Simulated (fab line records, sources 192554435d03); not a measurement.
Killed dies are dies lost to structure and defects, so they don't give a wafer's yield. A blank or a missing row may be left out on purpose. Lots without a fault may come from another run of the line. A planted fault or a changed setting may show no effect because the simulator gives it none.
A struck lot beside a sound one | flow n5_finfet | 41 steps out of a route of 1938
Sound: wafers L572.2, L572.4, L572.5. Struck: wafer L583.4. (L583.3, L583.5 of the same lot were not struck and are left out.) The cause comes at the end.
At each step with rows: each side's tool, then ch and its chambers, then its first start. Under that, the readings that differ: sound wafers | struck wafers | difference of the means | sigmas: that difference in standard deviations of wafers without a fault.
alike: readings whose means differ by less than 2 such deviations, and words and numbers that are the same on both sides. not compared: withheld readings, readings that some wafer has no value for, bounds like >300 that may hide the same value, and numbers for which the record gives no deviation and whose values overlap.
The two part at a step that has a row with sigmas, a row that says differs or no value, or rows on one side only. Numbers that don't overlap but have no deviation are shown without sigmas and don't part them. A reading that every wafer of one side lacks parts them only if that side has two wafers or more.

N5_HKMG_FIN_INSPECT_14: inspects for defects (macro).
  sound on defect_inspect-02, day 4 11:04; struck on defect_inspect-02, day 7 01:35
  alike: raw_defect_count
then, 11 steps without rows for these wafers: N5_HKMG_FIN_DESCUM_17 (chemistry O2, time 7.9 s); N5_HKMG_FIN_ETCH_31 (etches SiARC in CF4, target depth 45.5 nm, time 75.8 s); N5_HKMG_FIN_ETCH_32 (etches SOC in N2/H2, target depth 240 nm, time 300 s); N5_HKMG_FIN_STRIP_33 (strips in N2/H2); N5_HKMG_FIN_STRIP_34 (strips in CF4); N5_HKMG_FIN_ETCH_35 (etches SOC in N2/H2, target depth 215.8 nm, time 243.4 s); N5_HKMG_FIN_STRIP_92 (strips SOC in N2/H2, time 20 s); N5_HKMG_FIN_WET_ETCH_18 (etches TiN in SC1, time 55 s, target depth 5.2 nm, rinse time 30 s); N5_HKMG_FIN_STRIP_19 (strips in N2/H2, time 360 s); N5_HKMG_FIN_ALD_91 (deposits TiN, target thk 1 nm, pulse time 1 s, purge time 3 s); N5_HKMG_FIN_COAT_85 (time 60 s, resist thk 300 nm).
N5_HKMG_FIN_ETCH_86: etches SOC in N2/H2, stops on TiN, target depth 393.2 nm.
  sound on rie_diel-04 ch 0,2,3, day 4 12:30; struck on rie_diel-04 ch 3, day 7 02:56
  alike: chamber_pressure_mTorr, drypump_motor_current_A, oes_product_au, rf_vpp_V, showerhead_plenum_p_Torr, throttle_valve_pct
  not compared: rf_hours_counter_h
then, 6 steps without rows for these wafers: N5_HKMG_FIN_STRIP_89 (strips SOC in N2/H2, time 20 s); N5_HKMG_FIN_WET_ETCH_87 (etches TiN in SC1, time 154.2 s, target depth 4.7 nm, rinse time 30 s); N5_HKMG_FIN_STRIP_88 (strips in N2/H2, time 360 s); N5_HKMG_FIN_NWFM_ALD_20 (deposits TiAlC, target thk 2 nm, pulse time 3 s, purge time 2 s); N5_HKMG_FIN_ALD_71 (deposits TiN, target thk 1 nm, pulse time 1 s, purge time 3 s); N5_HKMG_FIN_COAT_66 (time 60 s, resist thk 300 nm).
N5_HKMG_FIN_ETCH_67: etches SOC in N2/H2, stops on TiN, target depth 388.9 nm.
  sound on rie_diel-03 ch 0,2, day 4 13:38; struck on rie_diel-04 ch 2, day 7 04:05
  alike: chamber_pressure_mTorr, drypump_motor_current_A, oes_product_au, rf_vpp_V, showerhead_plenum_p_Torr, throttle_valve_pct
  not compared: rf_hours_counter_h
then, 6 steps without rows for these wafers: N5_HKMG_FIN_STRIP_90 (strips SOC in N2/H2, time 20 s); N5_HKMG_FIN_WET_ETCH_73 (etches the open film in SC1, time 42.3 s, target depth 1.3 nm, rinse time 30 s); N5_HKMG_FIN_ETCHBACK_68 (etches the open film in Cl2/Ar, stops on HfO2, target depth 0.5 nm); N5_HKMG_FIN_STRIP_69 (strips in N2/H2, time 360 s); N5_HKMG_FIN_ALD_21 (deposits TiN, target thk 1.5 nm, pulse time 1 s, purge time 3 s); N5_HKMG_FIN_ALD_72 (deposits W, target thk 2 nm, pulse time 1 s, purge time 2 s).
N5_HKMG_FIN_W_FILL_22: material W, target thk 60 nm, time 18.2 s.
  sound on cvd_w-01 ch 0,1, day 4 14:49; struck on cvd_w-01 ch 1, day 7 05:17
  alike: heater_power_w, throttle_valve_pct
  not compared: since_wet_clean_h
then, 8 steps without rows for these wafers: N5_HKMG_FIN_PRECLEAN_83 (cleans in DIW, time 57.5 s); N5_HKMG_FIN_SRD_84 (dry time 32 s); N5_HKMG_FIN_CMP_23 (polishes, stops on SiNx, t overpolish 10 s, target thk 46.326 nm); N5_HKMG_FIN_CMP_94 (polishes, stops on SiNx, t overpolish 4.7 s, target thk 43.299 nm); N5_GATE_CUT_ETCHBACK_00 (etches W in SF6/Cl2); N5_GATE_CUT_ETCH_56 (etches TiN in Cl2/Ar, target depth 21.6 nm); N5_GATE_CUT_ETCHBACK_30 (etches TiN in Cl2/Ar, target depth 3 nm); N5_GATE_CUT_VAPOR_ETCH_60 (etches HfO2 in BCl3/Cl2).
N5_GATE_CUT_ETCH_58: etches SiNx in CH3F/O2, target depth 17 nm, time 128.6 s.
  sound on rie_diel-02 ch 0,1,3, day 4 15:59; struck on rie_diel-02 ch 0, day 7 06:26
  alike: chamber_pressure_mTorr, drypump_motor_current_A, oes_product_au, rf_vpp_V, showerhead_plenum_p_Torr, throttle_valve_pct
  not compared: rf_hours_counter_h
N5_GATE_CUT_STRIP_59: strips in N2/H2, time 20 s.
  sound on rie_diel-02 ch 0,1,3, day 4 16:05; struck on rie_diel-02 ch 0, day 7 06:32
  reading      | sound          | struck | difference | sigmas
  rf_vpp_V (V) | 45.9 45.2 44.6 | 47.3   | +2.1       | +2
  alike: chamber_pressure_mTorr, drypump_motor_current_A, oes_product_au, showerhead_plenum_p_Torr, throttle_valve_pct
  not compared: rf_hours_counter_h
then, 2 steps without rows for these wafers: N5_GATE_CUT_PRECLEAN_31 (cleans in DIW, time 300 s); N5_GATE_CUT_SRD_32 (time 30 s).
N5_GATE_CUT_SAC_CAP_01: material SiNx, target thk 24 nm, pulse time 1 s, ald cycles 480.
  sound on ald_sin-02 ch 0,3, day 4 17:33; struck on ald_sin-04 ch 3, day 7 06:46
  alike: heater_power_w, precursor_pulse_height_rel
  not compared: since_wet_clean_h
-- the record jumps here: 8 days lie between the struck wafers' starts before and after (it left off in module GATE_CUT and takes up again in module PASSIVATION, whose first step shown is number 1936 of the route) --
N5_PASSIVATION_PROBE_49:
  sound on prober-02, day 12 02:34; struck on prober-02, day 15 03:34
  reading             | sound     | struck | difference | sigmas
  killed_at_front_end | 38 34 38  | 165    | +128       | +12
  killed_dies         | 98 99 103 | 213    | +113       | +7
  killed_on_rim       | 19 14 9   | 28     | +14        | +4
  alike: killed_at_M0_to_M3, killed_at_M4_up, killed_at_contacts, killed_at_other, killed_open, killed_short

WHERE THEY PART
First at N5_GATE_CUT_STRIP_59; last, within this record, at N5_PASSIVATION_PROBE_49.

WHY: what the simulator had put in
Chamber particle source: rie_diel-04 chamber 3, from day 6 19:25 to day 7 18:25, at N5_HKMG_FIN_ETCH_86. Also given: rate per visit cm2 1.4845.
